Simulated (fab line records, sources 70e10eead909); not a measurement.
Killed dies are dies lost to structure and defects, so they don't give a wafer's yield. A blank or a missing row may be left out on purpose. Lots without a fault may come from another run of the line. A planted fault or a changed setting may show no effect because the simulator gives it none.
fab line records | flow nand_harc
record lots=13 wafers=39 last_day=33
route steps=1302 shown P_GATE@172
lots that met no fault: from a run of the same line without faults
start_h: hours from the record's first day to the start of the lot's first wafer shown | wait_h: hours since the lot's step before | " the same as in the row above | L1.1+2: a row that stands for several wafers | - no value, or no start given | * or withheld: withheld | < > ~ a bound
route shown NAME@n: a module of which the file shows steps, and the number in the route of the first | usual: mean/standard deviation of fault-free wafers | same: alike in all rows | chamber/n: place in a boat | sites: the reading at each site | _std_site: their standard deviation | _edge_site: outer sites' mean less inner sites' | radius_mm: how far each site lies from the wafer's centre | mask NAME#n: copy n | behind: the tool/chamber that last shaped the wafer | hold: why the lot was held/for how many hours/how that ended | device: the transistor (n, p or np) that didn't switch | end of line: the same wafers' tests at the end of the route | a step without rows: its recipe alone | killed: dies lost to structure and defects at the first sort, not the wafer's yield | map: a wafer's dies, x killed, . not, _ none there
set.NAME: the setting as run; set.NAME@STEP: as run at that earlier step | model.NAME: the simulator's own value behind a step, which no gauge read
steps of the route over a sample of lots; a table a step, a row a wafer
services: from which hour (start_h, from the record's first day; less than 0 if before it) a tool's chamber was out of use, for how many hours, and why
## steps
# step NHARC_P_GATE_DESCUM_48
# recipe time_s=3 o2_flow_sccm=200 ar_flow_sccm=0 bias_power_w=0 chemistry=O2
# usual drypump_motor_current_A=5.6/0.38 oes_product_au=0.997/0.0078 rf_vpp_V=57.9/0.9 showerhead_plenum_p_Torr=1.94/0.093 throttle_valve_pct=11.312/0.0091
# same bias_power_w=0
# columns lot.wafer tool chamber start_h wait_h drypump_motor_current_A oes_product_au rf_hours_counter_h rf_vpp_V showerhead_plenum_p_Torr throttle_valve_pct
L346.4 rie_diel-12 0 111.55 - 6.0 0.981 0 56.6 1.81 11.321
L346.3 " 3 " " 5.9 1.001 0 58.0 1.97 11.322
L346.6 " 1 " " 5.2 1.003 - 57.8 1.82 11.290
L348.4 rie_diel-03 2 129.85 - 5.3 0.999 1 58.5 1.99 11.316
L348.1 " 0 " " 5.0 0.990 1 58.6 1.95 11.311
L348.2 " 1 " " 5.8 0.991 1 57.2 1.78 11.312
L349.4 rie_diel-12 2 138.12 - 5.5 0.992 2 57.6 2.02 11.304
L349.1 " 0 " " 6.0 0.995 1 57.3 1.81 11.307
L349.6 " 2 " " 5.5 0.995 - 57.9 2.02 11.308
L350.1 rie_diel-03 2 151.88 - 5.3 0.987 3 56.6 1.99 11.314
L350.6 " 1 " " 5.7 0.990 - 57.8 1.78 11.321
L350.5 " 2 " " 5.3 0.990 - 58.2 1.99 11.315
L353.2 rie_diel-07 2 185.85 - 5.7 0.989 3 59.6 2.05 11.325
L353.3 " 3 " " 5.8 0.999 4 59.7 2.06 11.313
L353.6 " 1 " " 5.4 0.989 - 56.9 2.02 11.300
L354.4 rie_diel-03 0 191.73 - 5.0 1.003 3 57.0 1.95 11.310
L354.1 " 1 " " 5.7 0.995 3 57.7 1.78 11.318
L354.2 " 3 " " 6.2 1.004 3 58.7 1.95 11.295
L355.3 rie_diel-03 0 199.76 - 5.0 0.997 3 55.7 1.95 11.306
L355.6 " 3 " " 6.3 1.008 - 58.1 1.95 11.322
L355.5 " 0 " " 5.0 1.003 - 58.7 1.95 11.304
L356.4 rie_diel-12 3 216.42 - 5.9 0.997 7 57.7 1.97 11.295
L356.6 " 0 " " 6.0 0.987 - 57.8 1.81 11.323
L356.5 " 1 " " 5.2 0.977 - 56.4 1.82 11.309
L357.3 rie_diel-07 1 224.70 - 5.4 1.003 8 57.0 2.01 11.312
L357.1 " 2 " " 5.7 0.994 7 59.1 2.05 11.315
L357.5 " 0 " " 5.2 0.992 - 59.3 1.93 11.324
L358.3 rie_diel-03 1 230.88 - 5.8 0.997 5 57.7 1.78 11.314
L358.6 " 1 " " 5.8 0.998 - 57.8 1.78 11.308
L358.5 " 2 " " 5.3 1.000 - 57.6 1.99 11.311
L359.1 rie_diel-07 2 234.66 - 5.7 0.981 7 58.9 2.05 11.329
L359.2 " 0 " " 5.2 0.998 9 56.5 1.93 11.320
L359.5 " 2 " " 5.7 0.989 - 58.3 2.05 11.304
L360.3 rie_diel-07 3 258.36 - 5.8 0.991 8 59.4 2.05 11.311
L360.4 " 0 " " 5.2 0.988 10 59.0 1.93 11.306
L360.6 " 1 " " 5.4 0.993 - 59.4 2.01 11.306
L369.1 rie_diel-07 3 340.70 - 5.8 0.992 3 59.1 2.05 11.320
L369.6 " 1 " " 5.4 1.005 - 58.5 2.01 11.306
L369.5 " 2 " " 5.7 0.999 - 57.4 2.05 11.316
# step NHARC_P_GATE_STRIP_75
# recipe power_w=1500 temp_c=250 chemistry=O2
# usual drypump_motor_current_A=5.9/0.4 heater_power_w=349/44
# columns lot.wafer tool chamber start_h wait_h drypump_motor_current_A heater_power_w rf_hours_counter_h
L346.4 plasma_asher-02 0 112.24 0.2 5.7 336 -
L346.3 " 1 " " 6.5 274 -
L346.6 " 1 " " 6.5 276 -
L348.2 plasma_asher-01 1 130.52 0.3 5.4 402 26
L348.1 " 0 " " 5.8 373 26
L348.4 " 1 " " 5.5 403 -
L349.1 plasma_asher-01 1 138.79 0.2 5.4 402 28
L349.4 " 1 " " 5.5 405 -
L349.6 " 1 " " 5.4 400 -
L350.1 plasma_asher-01 1 152.55 0.2 5.4 406 31
L350.5 " 0 " " 5.9 374 -
L350.6 " 1 " " 5.4 400 -
L353.2 plasma_asher-01 1 186.52 0.2 5.5 391 2
L353.3 " 1 " " 5.4 401 -
L353.6 " 0 " " 5.8 373 -
L354.1 plasma_asher-02 1 192.40 0.3 6.5 280 24
L354.2 " 0 " " 5.7 341 24
L354.4 " 1 " " 6.5 278 -
L355.3 plasma_asher-02 0 200.43 0.2 5.7 340 -
L355.5 " 0 " " 5.7 332 -
L355.6 " 1 " " 6.5 285 -
L356.4 plasma_asher-01 0 217.25 0.2 5.8 373 -
L356.6 " 0 " " 5.8 372 -
L356.5 " 1 " " 5.5 394 -
L357.1 plasma_asher-02 1 225.36 0.2 6.5 279 30
L357.3 " 0 " " 5.7 337 -
L357.5 " 1 " " 6.6 276 -
L358.3 plasma_asher-01 1 231.60 0.2 5.4 399 -
L358.6 " 1 " " 5.4 395 -
L358.5 " 0 " " 5.8 376 -
L359.1 plasma_asher-01 1 235.33 0.3 5.4 384 11
L359.2 " 0 " " 5.9 374 11
L359.5 " 1 " " 5.4 385 -
L360.3 plasma_asher-02 1 259.02 0.2 6.6 272 -
L360.4 " 0 " " 5.7 344 -
L360.6 " 1 " " 6.6 275 -
L369.1 plasma_asher-01 0 341.35 0.3 5.8 372 32
L369.6 " 0 " " 5.8 378 -
L369.5 " 1 " " 5.4 389 -
# step NHARC_P_GATE_EXPOSE_88
# recipe na=0.6 target_cd_nm=2000 dose_mj=11.87 mask_id=P_HVN
# columns lot.wafer tool chamber start_h wait_h mask
L346.3+4+6 krf_scanner-03 0 114.71 - P_HVN#0
L348.1+2+4 krf_scanner-03 0 132.87 - P_HVN#0
L349.1+4+6 krf_scanner-03 0 141.14 - P_HVN#0
L350.1+5+6 krf_scanner-04 0 154.92 - P_HVN#0
L353.2+3+6 krf_scanner-03 0 188.87 - P_HVN#0
L354.1+2+4 krf_scanner-01 0 194.88 - P_HVN#0
L355.3+5+6 krf_scanner-03 0 202.77 - P_HVN#0
L356.4+5+6 krf_scanner-03 0 219.47 - P_HVN#0
L357.1+3+5 krf_scanner-01 0 227.72 - P_HVN#0
L358.3+5+6 krf_scanner-01 0 233.84 - P_HVN#0
L359.1+2+5 krf_scanner-03 0 237.68 - P_PSD#0
L360.3+4+6 krf_scanner-04 0 261.50 - P_HVN#0
L369.1+5+6 krf_scanner-04 0 343.83 - P_HVN#0
# step NHARC_P_GATE_CD_MEAS_91
# recipe target_cd_nm=2000 landing_energy_ev=500
# usual cd_nm=1999.8/1.2
# columns lot.wafer tool chamber start_h wait_h cd_nm
L346.3 cd_sem-01 0 114.86 - 1998.0
L346.4 " 0 " " 1998.8
L346.6 " 0 " " 1999.4
L348.1 cd_sem-03 0 133.02 - 2001.8
L348.2 " 0 " " 1999.9
L348.4 " 0 " " 2001.4
L349.1 cd_sem-02 0 141.30 - 1999.6
L349.4 " 0 " " 1998.6
L349.6 " 0 " " 1999.1
L350.1 cd_sem-02 0 155.08 - 1998.6
L350.5 " 0 " " 2000.4
L350.6 " 0 " " 1998.3
L353.2 cd_sem-03 0 189.03 - 1999.7
L353.3 " 0 " " 1999.2
L353.6 " 0 " " 1998.3
L354.1 cd_sem-01 0 195.04 - 1999.4
L354.2 " 0 " " 1997.9
L354.4 " 0 " " 1999.7
L355.3 cd_sem-03 0 202.92 - 1999.9
L355.5 " 0 " " 2000.1
L355.6 " 0 " " 2000.0
L356.4 cd_sem-01 0 219.61 - 1998.8
L356.5 " 0 " " 1999.6
L356.6 " 0 " " 1999.2
L357.1 cd_sem-02 0 227.88 - 2001.8
L357.3 " 0 " " 2001.4
L357.5 " 0 " " 2003.7
L358.3 cd_sem-02 0 234.00 - 1999.4
L358.5 " 0 " " 2000.8
L358.6 " 0 " " 2000.9
L359.1 cd_sem-03 0 237.84 - -
L359.2 " 0 " " -
L359.5 " 0 " " -
L360.3 cd_sem-03 0 261.65 - 2000.0
L360.4 " 0 " " 1999.7
L360.6 " 0 " " 2000.7
L369.1 cd_sem-01 0 343.98 - 2000.5
L369.5 " 0 " " 1999.8
L369.6 " 0 " " 1999.7
# step NHARC_P_GATE_STRIP_95
# recipe power_w=1500 temp_c=250 chemistry=O2
# usual drypump_motor_current_A=5.9/0.42 heater_power_w=344/46
# columns lot.wafer tool chamber start_h wait_h drypump_motor_current_A heater_power_w rf_hours_counter_h
L346.3 plasma_asher-01 1 120.09 4.4 5.4 406 -
L346.4 " 0 " " 5.8 379 -
L346.6 " 0 " " 5.8 376 -
L348.2 plasma_asher-01 0 134.29 0.6 5.9 367 27
L348.1 " 1 " " 5.4 402 27
L348.4 " 0 " " 5.8 368 -
L349.1 plasma_asher-01 1 142.61 0.6 5.4 395 29
L349.4 " 1 " " 5.5 406 -
L349.6 " 0 " " 5.8 376 -
L350.1 plasma_asher-01 0 156.33 0.5 5.8 372 33
L350.6 " 1 " " 5.5 398 -
L350.5 " 0 " " 5.8 379 -
L353.2 plasma_asher-02 1 190.27 0.6 6.6 286 24
L353.3 " 0 " " 5.7 331 -
L353.6 " 0 " " 5.7 334 -
L354.2 plasma_asher-02 0 196.29 0.6 5.7 335 25
L354.1 " 1 " " 6.5 282 25
L354.4 " 1 " " 6.6 276 -
L355.3 plasma_asher-01 1 204.20 0.3 5.4 396 -
L355.5 " 0 " " 5.8 373 -
L355.6 " 1 " " 5.5 390 -
L356.4 plasma_asher-02 1 220.87 0.4 6.5 285 -
L356.5 " 1 " " 6.6 280 -
L356.6 " 0 " " 5.7 329 -
L357.1 plasma_asher-02 1 229.16 0.5 6.5 279 32
L357.3 " 0 " " 5.7 328 -
L357.5 " 1 " " 6.5 272 -
L358.3 plasma_asher-02 0 235.26 0.4 5.7 340 -
L358.6 " 0 " " 5.7 335 -
L358.5 " 1 " " 6.5 289 -
L359.1 plasma_asher-02 0 239.09 0.6 5.7 332 34
L359.2 " 1 " " 6.5 273 34
L359.5 " 1 " " 6.5 273 -
L360.4 plasma_asher-02 1 262.92 0.4 6.5 276 -
L360.3 " 0 " " 5.7 347 -
L360.6 " 0 " " 5.7 350 -
L369.1 plasma_asher-02 1 345.23 0.5 6.6 274 19
L369.6 " 0 " " 5.7 347 -
L369.5 " 1 " " 6.5 277 -
## services
# columns tool chamber start_h hours kind
rie_diel-12 - 91.45 9.0 pm
krf_scanner-03 - 102.03 3.6 repair
rie_diel-03 - 104.30 9.0 pm
rie_diel-12 - 114.67 1.5 repair
rie_diel-07 - 117.20 9.0 pm
rie_diel-07 3 128.44 15.7 repair
rie_diel-07 2 135.98 10.6 repair
rie_diel-03 2 159.24 7.9 repair
plasma_asher-01 - 165.00 9.0 pm
krf_scanner-03 - 183.58 2.8 repair
krf_scanner-03 - 190.07 0.3 repair
krf_scanner-03 - 224.00 4.0 pm
rie_diel-03 3 224.14 8.0 repair
plasma_asher-01 - 244.74 4.2 repair
plasma_asher-02 - 249.60 9.0 pm
rie_diel-03 1 252.92 2.5 repair
plasma_asher-02 - 260.07 0.5 repair
rie_diel-07 3 270.95 13.2 repair
krf_scanner-03 - 275.68 2.6 repair
rie_diel-03 - 281.30 9.0 pm
rie_diel-07 - 294.20 9.0 pm
rie_diel-03 0 297.68 25.2 repair
krf_scanner-03 - 327.41 0.2 repair
plasma_asher-01 - 342.00 9.0 pm
## key
first_sign step=NHARC_P_GATE_EXPOSE_88 reading=mask direction=changed
effect step=NHARC_P_GATE_CD_MEAS_91 reading=cd_nm direction=missing
met_at NHARC_P_GATE_EXPOSE_88
struck_lots L359
later_rows_left_out L359.1,L359.2,L359.5
sort_left_out L359.1,L359.2,L359.5
tester_left_out L359
not_acting_at NHARC_P_GATE_DESCUM_48,NHARC_P_GATE_STRIP_75,NHARC_P_GATE_STRIP_95
onset_between 219.47 237.68
fault kind=wrong_mask tool=any chamber=- onset_h=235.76 steps=NHARC_P_GATE_EXPOSE_88 aux_copy=P_PSD#0 scope=struck_lots_only
# tester_left_out: of these lots the tester's yield and bins aren't shown, on N5 and GAA mostly nor the transistor test; their killed dies are dies lost to structure and defects alone, not to doping, threshold or leakage, so they don't give the yield
# sort_left_out: the simulated sort isn't trusted on such a fault, so these wafers' sort isn't shown, and their yield isn't known
# later_rows_left_out: the simulator's readings of these wafers behind a module that went badly wrong aren't trusted and aren't shown, but for the sort
